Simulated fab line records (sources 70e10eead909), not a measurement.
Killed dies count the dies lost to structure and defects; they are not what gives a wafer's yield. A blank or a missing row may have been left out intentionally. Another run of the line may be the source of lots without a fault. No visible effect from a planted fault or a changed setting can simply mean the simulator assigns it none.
fab line records    flow nand_harc
record lots=7  wafers=21  last_day=22
route steps=1159 shown A_STAIRCASE@686 END@1159
lots with no fault: from the same line, run without faults
start_h: hours from the record's opening day to when the first of the lot's shown wafers began    wait_h: hours from the lot's prior step to this one    " as in the row above    L1.1+2: a row that stands for several wafers    - no value, or no start was given    * or withheld: withheld    < > ~ a bound
route shown NAME@n: a module of which the file shows steps, and the number in the route of the first    usual: average and standard deviation across the fault-free wafers    same: alike in all rows    chamber/n: place in a boat    sites: the reading at each site    _std_site: standard deviation across them    _edge_site: the outer-site mean with the inner-site mean subtracted    radius_mm: for every site, how far away it sits from the centre of the wafer    mask NAME#n: copy n    behind: the last tool/chamber to shape the wafer    hold: the reason the lot was held/the length of the hold in hours/how it ended    device: transistor that didn't switch, given as n, p or np    end of line: at the end of the route, the tests of the same wafers    a step with no rows: only its recipe    killed: the dies lost at the first sort to structure and to defects; this is not the yield of the wafer    map: dies across one wafer; x = killed, . = not, _ = none there
set.NAME: the setting the step ran with; set.NAME@STEP: the setting that earlier step ran with    model.NAME: the simulator's own value behind a step, which no gauge read
lots at some steps of the route; a table a step, a row a wafer
services: from which hour (start_h, from the record's first day; less than 0 if before it) a tool's chamber was out of use, for how many hours, and why
## steps
# step NHARC_A_STAIRCASE_HARDBAKE_311
# recipe temp_c=120  time_s=140
# step NHARC_A_STAIRCASE_DESCUM_312
# recipe time_s=3  o2_flow_sccm=200  ar_flow_sccm=0  bias_power_w=0  chemistry=O2
# usual drypump_motor_current_A=5.7/0.46  oes_product_au=1.003/0.0099  rf_vpp_V=57.9/0.84  showerhead_plenum_p_Torr=1.95/0.06  throttle_valve_pct=11.311/0.0093
lot.wafer  tool         chamber  start_h  wait_h  drypump_motor_current_A  oes_product_au  rf_hours_counter_h  rf_vpp_V  showerhead_plenum_p_Torr  throttle_valve_pct
L233.2     rie_diel-04  1        258.54   -       5.2                      0.993           51                  58.2      2.01                      11.309
L233.3     "            2        "        "       5.6                      1.020           50                  57.9      2.00                      11.317
L233.1     "            3        "        "       6.1                      1.013           53                  57.3      1.90                      11.305
L236.3     rie_diel-11  0        289.84   -       6.0                      1.010           34                  58.4      1.91                      11.336
L236.1     "            1        "        "       5.3                      0.994           33                  56.1      1.81                      11.325
L236.2     "            2        "        "       6.0                      1.020           32                  57.4      1.97                      11.311
L239.3     rie_diel-09  0        298.34   -       5.5                      1.024           14                  58.2      2.01                      11.307
L239.5     "            1        "        "       6.8                      0.990           -                   58.2      2.00                      11.289
L239.6     "            2        "        "       5.4                      1.003           -                   57.3      1.93                      11.305
L243.1     rie_diel-04  1        327.34   -       5.2                      1.026           9                   58.5      2.00                      11.314
L243.2     "            3        "        "       6.1                      1.006           10                  58.1      1.90                      11.311
L243.6     "            2        "        "       5.6                      1.006           -                   57.4      1.99                      11.307
L244.3     rie_diel-09  3        327.62   -       5.7                      1.007           24                  59.5      1.84                      11.331
L244.4     "            0        "        "       5.5                      1.008           26                  57.3      2.01                      11.305
L244.5     "            1        "        "       6.8                      0.985           -                   58.5      2.00                      11.321
L246.2     rie_diel-09  2        351.49   -       5.4                      1.002           29                  57.8      1.93                      11.325
L246.3     "            1        "        "       6.7                      0.989           31                  58.0      2.00                      11.306
L246.6     "            2        "        "       5.4                      1.003           -                   59.1      1.93                      11.296
L247.2     rie_diel-11  2        352.52   -       6.0                      1.002           55                  59.1      1.96                      11.318
L247.3     "            0        "        "       6.0                      0.999           56                  57.5      1.90                      11.294
L247.4     "            0        "        "       6.0                      1.005           -                   57.3      1.90                      11.309
# step NHARC_A_STAIRCASE_ETCH_313
# recipe cf4_flow_sccm=100  chf3_flow_sccm=30  ar_flow_sccm=0  rf_w=500  bias_w=200  chemistry=CF4/CHF3
# usual drypump_motor_current_A=5.7/0.47  oes_product_au=0.940/0.021  rf_vpp_V=371.4/1.7  showerhead_plenum_p_Torr=1.60/0.046  throttle_valve_pct=16.801/0.0097
lot.wafer  tool         chamber  start_h  wait_h  drypump_motor_current_A  oes_product_au  rf_hours_counter_h  rf_vpp_V  showerhead_plenum_p_Torr  throttle_valve_pct
L233.1     rie_diel-04  2        258.62   0.1     5.7                      0.945           50                  373.6     1.64                      16.804
L233.2     "            3        "        "       6.0                      0.936           53                  371.5     1.57                      16.810
L233.3     "            1        "        "       5.2                      0.915           51                  373.1     1.64                      16.801
L236.2     rie_diel-11  1        289.94   0.1     5.3                      0.957           33                  368.2     1.50                      16.798
L236.1     "            2        "        "       6.0                      0.955           32                  373.5     1.62                      16.796
L236.3     "            3        "        "       5.0                      0.963           32                  370.5     1.56                      16.798
L239.3     rie_diel-09  2        298.46   0.1     5.4                      0.936           12                  372.2     1.59                      16.803
L239.5     "            3        "        "       5.7                      0.931           -                   368.9     1.52                      16.809
L239.6     "            0        "        "       5.5                      0.930           -                   371.5     1.65                      16.807
L243.1     rie_diel-04  0        327.43   0.1     5.8                      0.922           10                  373.9     1.62                      16.804
L243.2     "            2        "        "       5.6                      0.932           11                  372.6     1.64                      16.800
L243.6     "            3        "        "       6.0                      0.920           -                   369.8     1.56                      16.798
L244.4     rie_diel-09  0        327.69   0.1     5.5                      0.984           26                  372.5     1.64                      16.793
L244.3     "            2        "        "       5.5                      0.956           22                  370.4     1.59                      16.781
L244.5     "            1        "        "       6.7                      0.939           -                   372.6     1.64                      16.789
L246.3     rie_diel-09  3        351.57   0.1     5.7                      0.931           31                  368.6     1.52                      16.811
L246.2     "            1        "        "       6.7                      0.915           31                  373.8     1.64                      16.807
L246.6     "            0        "        "       5.5                      0.927           -                   372.9     1.64                      16.814
L247.3     rie_diel-11  2        352.69   0.1     6.0                      0.928           55                  370.3     1.61                      16.807
L247.2     "            3        "        "       5.0                      0.928           56                  369.9     1.55                      16.798
L247.4     "            3        "        "       5.0                      0.934           -                   369.5     1.55                      16.814
# step NHARC_A_STAIRCASE_HM_OPEN_463
# recipe o2_flow_sccm=400  cos_flow_sccm=20  ar_flow_sccm=0  rf_w=500  bias_w=300  chemistry=O2/COS
# step NHARC_A_STAIRCASE_STRIP_464
# recipe o2_flow_sccm=400  cos_flow_sccm=20  ar_flow_sccm=0  bias_w=0  chemistry=O2/COS
# step NHARC_A_STAIRCASE_ETCH_453
# recipe target_depth_a=300  overetch_a=30  time_s=16.5  ion_energy_ev=100  cf4_flow_sccm=80  o2_flow_sccm=20  ar_flow_sccm=0  rf_w=300  bias_w=100  chemistry=CF4/O2
# usual drypump_motor_current_A=5.7/0.45  oes_product_au=1.001/0.011  rf_vpp_V=198.3/1.3  showerhead_plenum_p_Torr=1.36/0.041  throttle_valve_pct=13.398/0.0086
lot.wafer  tool         chamber  start_h  wait_h  drypump_motor_current_A  oes_product_au  rf_hours_counter_h  rf_vpp_V  showerhead_plenum_p_Torr  throttle_valve_pct
L233.1     rie_diel-04  2        -        -       5.6                      1.006           50                  198.6     1.39                      13.398
L233.3     "            3        "        "       6.1                      1.012           53                  198.0     1.33                      13.403
L233.2     "            0        "        "       5.7                      0.994           52                  198.6     1.38                      13.396
L236.3     rie_diel-11  0        -        -       6.0                      1.006           34                  195.8     1.33                      13.412
L236.1     "            1        "        "       5.3                      0.993           33                  196.5     1.27                      13.397
L236.2     "            2        "        "       6.0                      1.004           32                  198.6     1.38                      13.402
L239.3     rie_diel-09  0        -        -       5.5                      1.006           16                  197.3     1.40                      13.397
L239.5     "            3        "        "       5.7                      1.003           -                   196.7     1.29                      13.399
L239.6     "            0        "        "       5.5                      1.018           -                   199.2     1.40                      13.418
L243.1     rie_diel-04  3        -        -       6.0                      0.997           10                  197.6     1.32                      13.400
L243.2     "            0        "        "       5.7                      0.992           11                  200.0     1.38                      13.400
L243.6     "            3        "        "       6.1                      0.986           -                   197.3     1.32                      13.396
L244.4     rie_diel-09  3        -        -       5.7                      1.010           24                  195.5     1.29                      13.415
L244.3     "            2        "        "       5.4                      0.990           22                  199.6     1.35                      13.405
L244.5     "            0        "        "       5.5                      1.020           -                   198.8     1.40                      13.381
L246.2     rie_diel-09  2        -        -       5.4                      1.009           30                  199.8     1.34                      13.408
L246.3     "            1        "        "       6.7                      0.987           32                  199.0     1.39                      13.377
L246.6     "            3        "        "       5.7                      1.021           -                   197.8     1.29                      13.389
L247.2     rie_diel-11  0        -        -       6.0                      1.003           56                  198.3     1.33                      13.393
L247.3     "            2        "        "       6.0                      0.996           56                  198.6     1.37                      13.399
L247.4     "            3        "        "       5.0                      0.996           -                   197.8     1.32                      13.396
# step NHARC_A_STAIRCASE_ETCH_315
# recipe target_depth_a=25000  time_s=607.1  ion_energy_ev=800  c4f8_flow_sccm=80  o2_flow_sccm=60  ar_flow_sccm=withheld  rf_w=600  bias_w=3000  chemistry=C4F8/O2/Ar
# usual oes_product_au=0.936/0.013  rf_vpp_V=1831/7.5
lot.wafer  tool         chamber  start_h  wait_h  oes_product_au  rf_hours_counter_h  rf_vpp_V
L233.2     rie_diel-04  2        -        -       0.940           50                  1839
L233.1     "            0        "        "       0.929           52                  1836
L233.3     "            1        "        "       0.927           51                  1839
L236.2     rie_diel-11  3        -        -       0.943           32                  1824
L236.1     "            1        "        "       0.946           33                  1814
L236.3     "            2        "        "       0.935           32                  1834
L239.3     rie_diel-09  0        -        -       0.944           16                  1839
L239.6     "            3        "        "       0.938           -                   1817
L239.5     "            0        "        "       0.945           -                   1840
L243.2     rie_diel-04  1        -        -       0.932           9                   1838
L243.1     "            0        "        "       0.932           11                  1835
L243.6     "            2        "        "       0.931           -                   1836
L244.4     rie_diel-09  0        -        -       0.949           26                  1838
L244.3     "            2        "        "       0.938           22                  1829
L244.5     "            0        "        "       0.942           -                   1839
L246.2     rie_diel-09  3        -        -       0.936           31                  1816
L246.3     "            2        "        "       0.922           30                  1828
L246.6     "            0        "        "       0.934           -                   1839
L247.2     rie_diel-11  3        -        -       0.931           57                  1823
L247.3     "            2        "        "       0.929           56                  1833
L247.4     "            3        "        "       0.930           -                   1823
# step NHARC_A_STAIRCASE_STRIP_316
# recipe o2_flow_sccm=500  ar_flow_sccm=0  bias_w=0  chemistry=O2
# usual drypump_motor_current_A=5.7/0.45  oes_product_au=1.002/0.01  rf_vpp_V=58.0/0.86  showerhead_plenum_p_Torr=3.58/0.1  throttle_valve_pct=17.036/0.0085
lot.wafer  tool         chamber  start_h  wait_h  drypump_motor_current_A  oes_product_au  rf_hours_counter_h  rf_vpp_V  showerhead_plenum_p_Torr  throttle_valve_pct
L233.1     rie_diel-04  0        -        -       5.8                      0.998           52                  58.3      3.65                      17.036
L233.3     "            1        "        "       5.2                      0.994           51                  59.1      3.69                      17.043
L233.2     "            2        "        "       5.6                      1.024           50                  58.1      3.68                      17.043
L236.2     rie_diel-11  2        -        -       6.0                      1.009           32                  57.6      3.63                      17.026
L236.1     "            0        "        "       6.0                      1.003           35                  58.2      3.52                      17.019
L236.3     "            1        "        "       5.4                      0.999           33                  57.0      3.36                      17.045
L239.3     rie_diel-09  2        -        -       5.4                      1.004           13                  57.1      3.56                      17.025
L239.6     "            0        "        "       5.5                      1.008           -                   57.6      3.69                      17.035
L239.5     "            1        "        "       6.7                      0.983           -                   58.8      3.68                      17.027
L243.1     rie_diel-04  2        -        -       5.6                      1.005           12                  58.6      3.66                      17.034
L243.2     "            0        "        "       5.8                      0.994           11                  58.6      3.64                      17.044
L243.6     "            2        "        "       5.6                      1.001           -                   56.8      3.66                      17.038
L244.4     rie_diel-09  1        -        -       6.7                      0.989           24                  57.8      3.68                      17.014
L244.3     "            0        "        "       5.5                      1.014           26                  59.5      3.69                      17.031
L244.5     "            2        "        "       5.4                      1.006           -                   57.7      3.55                      17.046
L246.3     rie_diel-09  3        -        -       5.8                      1.009           32                  57.8      3.40                      17.023
L246.2     "            1        "        "       6.7                      0.994           32                  57.3      3.67                      17.039
L246.6     "            3        "        "       5.7                      1.007           -                   57.7      3.40                      17.039
L247.3     rie_diel-11  2        -        -       6.0                      0.991           57                  58.0      3.62                      17.029
L247.2     "            3        "        "       5.0                      0.992           58                  57.4      3.48                      17.042
L247.4     "            0        "        "       6.0                      0.996           -                   56.4      3.51                      17.023
# step NHARC_A_STAIRCASE_STRIP_317
# recipe time_s=900  temp_c=130  chemistry=SPM
# step NHARC_A_STAIRCASE_PRECLEAN_318
# recipe time_s=*  temp_c=50  bath_age_min=0  chemistry=SC1
# step NHARC_A_STAIRCASE_SRD_329
# step NHARC_A_STAIRCASE_ALD_415
# recipe target_thk_a=300  pulse_time_s=6  ald_cycles=300  temp_c=300  material=SiO2
# usual ald_cycles=300/0  heater_power_w=459/46  precursor_pulse_height_rel=1.001/0.022  susceptor_temp_C=300.03/0.18
lot.wafer  tool       chamber  start_h  wait_h  ald_cycles  heater_power_w  precursor_pulse_height_rel  susceptor_temp_C
L233.2     ald_hk-02  3        260.47   0.1     300         522             0.973                       300.08
L233.1     "          0        "        "       300         475             1.006                       299.96
L233.3     "          2        "        "       300         436             0.971                       300.01
L236.2     ald_hk-04  1        291.94   0.3     300         434             0.970                       300.11
L236.1     "          2        "        "       300         420             0.986                       300.10
L236.3     "          3        "        "       300         379             1.015                       300.09
L239.3     ald_hk-04  1        302.03   0.5     300         428             1.035                       300.05
L239.5     "          3        "        "       300         381             0.968                       300.12
L239.6     "          0        "        "       300         491             1.018                       299.99
L243.1     ald_hk-02  2        329.26   0.1     377         450             1.035                       299.98
L243.2     "          3        "        "       300         501             1.042                       300.00
L243.6     "          3        "        "       300         498             1.009                       300.10
L244.4     ald_hk-02  0        330.64   1.1     377         482             1.006                       299.86
L244.3     "          1        "        "       300         520             1.020                       299.90
L244.5     "          1        "        "       300         520             1.002                       299.94
L246.2     ald_hk-04  0        353.44   0.1     300         503             0.988                       300.04
L246.3     "          2        "        "       300         413             1.009                       299.86
L246.6     "          1        "        "       300         423             1.024                       299.82
L247.4     ald_hk-02  1        355.18   0.1     377         499             1.030                       300.26
L247.3     "          2        "        "       300         451             1.005                       300.14
L247.2     "          3        "        "       300         487             0.989                       299.85
# step NHARC_A_STAIRCASE_ETCHBACK_416
# recipe target_depth_a=360  time_s=7.2  c4f8_flow_sccm=withheld  o2_flow_sccm=8  ar_flow_sccm=withheld  rf_w=600  bias_w=800  chemistry=C4F8/O2/Ar
# step NHARC_END_SORT_01
# recipe temp_c=25
# usual killed_at_array=27/8.8  killed_at_other=0.4/0.82  killed_at_periphery=3.1/2.1  killed_dies=31/8.8  killed_open=3.3/2  killed_short=2.0/1.4
# same gross_dies=677
lot.wafer  tool       chamber  start_h  wait_h  killed_at_array  killed_at_other  killed_at_periphery  killed_dies  killed_open  killed_short
L233.1     prober-02  0        452.17   2.5     28               1                6                    35           1            3
L233.2     prober-02  0        452.98   2.8     26               0                2                    28           2            1
L233.3     prober-02  0        453.79   3.1     28               0                2                    30           3            2
L243.1     prober-01  0        505.75   2.5     672              0                5                    677          8            4
L243.2     prober-01  0        506.56   2.8     24               0                0                    24           1            0
L243.6     prober-01  0        509.80   4.0     29               0                1                    30           5            6
L244.3     prober-02  0        506.97   3.1     28               4                3                    35           7            1
L244.4     prober-02  0        507.76   3.4     675              0                2                    677          1            1
L244.5     prober-02  0        508.55   3.7     23               3                3                    29           1            3
L247.2     prober-01  0        517.88   2.8     31               0                6                    37           4            1
L247.3     prober-01  0        518.68   3.1     26               0                5                    31           1            3
L247.4     prober-01  0        519.49   3.4     674              0                3                    677          4            1
L246.2     prober-02  0        525.64   2.8     23               0                2                    25           4            3
L246.3     prober-02  0        526.45   3.1     19               0                2                    21           2            1
L246.6     prober-02  0        528.87   4.0     27               0                4                    31           2            3
# killed by level:class
L233.1 A_CHANNEL_HOLE_D1:chamber_film_flake=15 A_SLIT:chamber_film_flake=5 A_CONTACT:chamber_film_flake=4 P_ZERO_WELL:chamber_film_flake=2 P_GATE:geometric_particle:short=1 P_M0:geometric_particle:short=1 A_CONTACT:geometric_particle:short=1 A_M1:geometric_particle:open=1
L233.2 A_CHANNEL_HOLE_D1:chamber_film_flake=10 A_SLIT:chamber_film_flake=6 A_STAIRCASE:chamber_film_flake=3 A_ZERO_WELL:chamber_film_flake=2 A_CONTACT:chamber_film_flake=2 A_CHANNEL_FILL_D1:geometric_particle:open=1 A_M0:geometric_particle:open=1 A_M1:geometric_particle:short=1
L233.3 A_CHANNEL_HOLE_D1:chamber_film_flake=10 A_SLIT:chamber_film_flake=7 A_CONTACT:chamber_film_flake=5 A_CHANNEL_FILL_D1:geometric_particle:open=2 P_CONTACT:geometric_particle:short=1 A_WL_FILL:geometric_particle:short=1 A_CONTACT:geometric_particle:open=1 P_STI:chamber_film_flake=1
L243.1 A_STAIRCASE:area_ald=636 A_CHANNEL_HOLE_D1:chamber_film_flake=25 A_CONTACT:geometric_particle:open=3 P_GATE:geometric_particle:open=2 P_STI:chamber_film_flake=2 A_CONTACT:chamber_film_flake=2 P_M2:geometric_particle:open=1 A_ONON_D1:geometric_particle:short=1
L243.2 A_CHANNEL_HOLE_D1:chamber_film_flake=19 A_CONTACT:chamber_film_flake=3 A_CONTACT:geometric_particle:open=1 A_CHANNEL_FILL_D1:chamber_film_flake=1
L244.3 A_SLIT:chamber_film_flake=11 A_CHANNEL_HOLE_D1:chamber_film_flake=5 A_CONTACT:chamber_film_flake=4 THIN_TSV:chamber_film_flake=3 A_ONON_D1:geometric_particle:open=2 A_CHANNEL_FILL_D1:geometric_particle:open=2 P_CONTACT:geometric_particle:open=1 A_WL_FILL:geometric_particle:open=1
L244.4 A_STAIRCASE:area_ald=656 A_SLIT:chamber_film_flake=10 A_CONTACT:chamber_film_flake=5 A_CHANNEL_HOLE_D1:chamber_film_flake=3 P_CONTACT:geometric_particle:open=1 A_CHANNEL_HOLE_D1:geometric_particle:short=1 P_GATE:chamber_film_flake=1
L244.5 A_SLIT:chamber_film_flake=11 A_CONTACT:chamber_film_flake=5 A_CHANNEL_HOLE_D1:chamber_film_flake=3 A_ONON_D1:geometric_particle:short=2 P_GATE:chamber_film_flake=2 THIN_TSV:chamber_film_flake=2 P_CONTACT:geometric_particle:open=1 A_CHANNEL_FILL_D1:geometric_particle:short=1
L243.6 A_CHANNEL_HOLE_D1:chamber_film_flake=16 A_CHANNEL_FILL_D1:geometric_particle:short=3 A_WL_FILL:geometric_particle:open=2 A_STAIRCASE:chamber_film_flake=2 P_M1:geometric_particle:short=1 A_ONON_D1:geometric_particle:open=1 A_CHANNEL_HOLE_D1:geometric_particle:open=1 A_CONTACT:geometric_particle:short=1
L247.2 A_SLIT:chamber_film_flake=14 A_CONTACT:chamber_film_flake=7 P_GATE:chamber_film_flake=5 A_CHANNEL_HOLE_D1:chamber_film_flake=3 A_WL_FILL:geometric_particle:open=2 A_CONTACT:geometric_particle:open=2 A_ONON_D1:geometric_particle:short=1 P_ZERO_WELL:chamber_film_flake=1
L247.3 A_SLIT:chamber_film_flake=10 A_STAIRCASE:chamber_film_flake=5 A_CONTACT:chamber_film_flake=5 A_CHANNEL_HOLE_D1:chamber_film_flake=4 P_GATE:chamber_film_flake=3 P_GATE:geometric_particle:short=2 A_ONON_D1:geometric_particle:open=1 A_CONTACT:geometric_particle:short=1
L247.4 A_STAIRCASE:area_ald=640 A_SLIT:chamber_film_flake=17 A_CONTACT:chamber_film_flake=8 A_CONTACT:geometric_particle:open=2 P_GATE:chamber_film_flake=2 A_STAIRCASE:chamber_film_flake=2 A_CHANNEL_FILL_D1:geometric_particle:short=1 A_CHANNEL_FILL_D1:geometric_particle:open=1
L246.2 A_CHANNEL_HOLE_D1:chamber_film_flake=15 A_ONON_D1:geometric_particle:open=2 P_GATE:chamber_film_flake=2 A_SOURCE_PLATE:geometric_particle:short=1 A_ONON_D1:geometric_particle:short=1 A_CHANNEL_FILL_D1:geometric_particle:short=1 A_CHANNEL_FILL_D1:geometric_particle:open=1 A_BLC:geometric_particle:open=1
L246.3 A_CHANNEL_HOLE_D1:chamber_film_flake=13 A_CONTACT:chamber_film_flake=2 P_CONTACT:geometric_particle:open=1 A_CHANNEL_FILL_D1:geometric_particle:open=1 A_CONTACT:geometric_particle:short=1 P_GATE:chamber_film_flake=1 A_STAIRCASE:chamber_film_flake=1 A_WL_FILL:chamber_film_flake=1
L246.6 A_CHANNEL_HOLE_D1:chamber_film_flake=18 P_GATE:chamber_film_flake=4 A_WL_FILL:chamber_film_flake=2 A_SOURCE_PLATE:geometric_particle:short=1 A_ONON_D1:geometric_particle:open=1 A_CHANNEL_HOLE_D1:geometric_particle:open=1 A_CHANNEL_FILL_D1:geometric_particle:short=1 A_M0:geometric_particle:short=1
# map L243.1 (x killed, . not)
____________x____________
_________xxxxxxx_________
_______xxxxxxxxxxx_______
______xxxxxxxxxxxxx______
_____xxxxxxxxxxxxxxx_____
____xxxxxxxxxxxxxxxxx____
____xxxxxxxxxxxxxxxxx____
___xxxxxxxxxxxxxxxxxxx___
___xxxxxxxxxxxxxxxxxxx___
__xxxxxxxxxxxxxxxxxxxxx__
__xxxxxxxxxxxxxxxxxxxxx__
_xxxxxxxxxxxxxxxxxxxxxxx_
_xxxxxxxxxxxxxxxxxxxxxxx_
_xxxxxxxxxxxxxxxxxxxxxxx_
_xxxxxxxxxxxxxxxxxxxxxxx_
_xxxxxxxxxxxxxxxxxxxxxxx_
xxxxxxxxxxxxxxxxxxxxxxxxx
xxxxxxxxxxxxxxxxxxxxxxxxx
xxxxxxxxxxxxxxxxxxxxxxxxx
xxxxxxxxxxxxxxxxxxxxxxxxx
xxxxxxxxxxxxxxxxxxxxxxxxx
_xxxxxxxxxxxxxxxxxxxxxxx_
_xxxxxxxxxxxxxxxxxxxxxxx_
_xxxxxxxxxxxxxxxxxxxxxxx_
_xxxxxxxxxxxxxxxxxxxxxxx_
_xxxxxxxxxxxxxxxxxxxxxxx_
__xxxxxxxxxxxxxxxxxxxxx__
__xxxxxxxxxxxxxxxxxxxxx__
___xxxxxxxxxxxxxxxxxxx___
___xxxxxxxxxxxxxxxxxxx___
____xxxxxxxxxxxxxxxxx____
____xxxxxxxxxxxxxxxxx____
_____xxxxxxxxxxxxxxx_____
______xxxxxxxxxxxxx______
_______xxxxxxxxxxx_______
_________xxxxxxx_________
____________x____________
# map L244.4 (x killed, . not)
____________x____________
_________xxxxxxx_________
_______xxxxxxxxxxx_______
______xxxxxxxxxxxxx______
_____xxxxxxxxxxxxxxx_____
____xxxxxxxxxxxxxxxxx____
____xxxxxxxxxxxxxxxxx____
___xxxxxxxxxxxxxxxxxxx___
___xxxxxxxxxxxxxxxxxxx___
__xxxxxxxxxxxxxxxxxxxxx__
__xxxxxxxxxxxxxxxxxxxxx__
_xxxxxxxxxxxxxxxxxxxxxxx_
_xxxxxxxxxxxxxxxxxxxxxxx_
_xxxxxxxxxxxxxxxxxxxxxxx_
_xxxxxxxxxxxxxxxxxxxxxxx_
_xxxxxxxxxxxxxxxxxxxxxxx_
xxxxxxxxxxxxxxxxxxxxxxxxx
xxxxxxxxxxxxxxxxxxxxxxxxx
xxxxxxxxxxxxxxxxxxxxxxxxx
xxxxxxxxxxxxxxxxxxxxxxxxx
xxxxxxxxxxxxxxxxxxxxxxxxx
_xxxxxxxxxxxxxxxxxxxxxxx_
_xxxxxxxxxxxxxxxxxxxxxxx_
_xxxxxxxxxxxxxxxxxxxxxxx_
_xxxxxxxxxxxxxxxxxxxxxxx_
_xxxxxxxxxxxxxxxxxxxxxxx_
__xxxxxxxxxxxxxxxxxxxxx__
__xxxxxxxxxxxxxxxxxxxxx__
___xxxxxxxxxxxxxxxxxxx___
___xxxxxxxxxxxxxxxxxxx___
____xxxxxxxxxxxxxxxxx____
____xxxxxxxxxxxxxxxxx____
_____xxxxxxxxxxxxxxx_____
______xxxxxxxxxxxxx______
_______xxxxxxxxxxx_______
_________xxxxxxx_________
____________x____________
## services
tool         chamber  start_h  hours  kind
rie_diel-09  0        234.58   -      clean
rie_diel-09  1        234.58   -      clean
rie_diel-09  2        234.58   -      clean
rie_diel-09  3        234.58   -      clean
rie_diel-09  0        238.59   5.8    repair
rie_diel-09  -        254.10   9.0    pm
rie_diel-09  0        254.10   9.0    vent_cycle
rie_diel-09  1        254.10   9.0    vent_cycle
rie_diel-09  2        254.10   9.0    vent_cycle
rie_diel-09  3        254.10   9.0    vent_cycle
rie_diel-09  0        263.10   -      clean
rie_diel-09  1        263.10   -      clean
rie_diel-09  2        263.10   -      clean
rie_diel-09  3        263.10   -      clean
ald_hk-02    -        281.86   10.0   pm
rie_diel-04  1        285.68   14.8   repair
rie_diel-09  0        287.64   -      clean
rie_diel-09  1        287.64   -      clean
rie_diel-09  2        287.64   -      clean
rie_diel-09  3        287.64   -      clean
rie_diel-04  -        288.90   9.0    pm
rie_diel-09  -        303.60   1.2    repair
rie_diel-11  0        306.40   2.2    repair
rie_diel-11  1        352.19   8.8    repair
## key
first_sign step=NHARC_A_STAIRCASE_ALD_415  reading=ald_cycles  direction=up  sigmas=99+  usual=300  struck=377
effect step=NHARC_END_SORT_01  reading=killed_dies  direction=up  sigmas=73  usual=31  struck=677
more_kills_born_at NHARC_A_STAIRCASE_ALD_415@ald_hk-02=1932
met_at NHARC_A_STAIRCASE_ALD_415
struck_wafers L243.1,L244.4,L247.4
later_rows_left_out L243.1,L244.4,L247.4
tester_left_out L243,L244,L247
fault kind=process_parameter_drift  tool=ald_hk-02  chamber=-  onset_h=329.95  steps=NHARC_A_STAIRCASE_ALD_415  channel=ald_cycles  offset=77  shape=step  end_h=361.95  scope=struck_wafers_only  acts_in=these_recipes_only  stated=300
# tester_left_out: of these lots the tester's yield and bins aren't shown, on N5 and GAA mostly nor the transistor test; their killed dies are dies lost to structure and defects alone, not to doping, threshold or leakage, so they don't give the yield
# later_rows_left_out: the simulator's readings of these wafers behind a module that went badly wrong aren't trusted and aren't shown, but for the sort
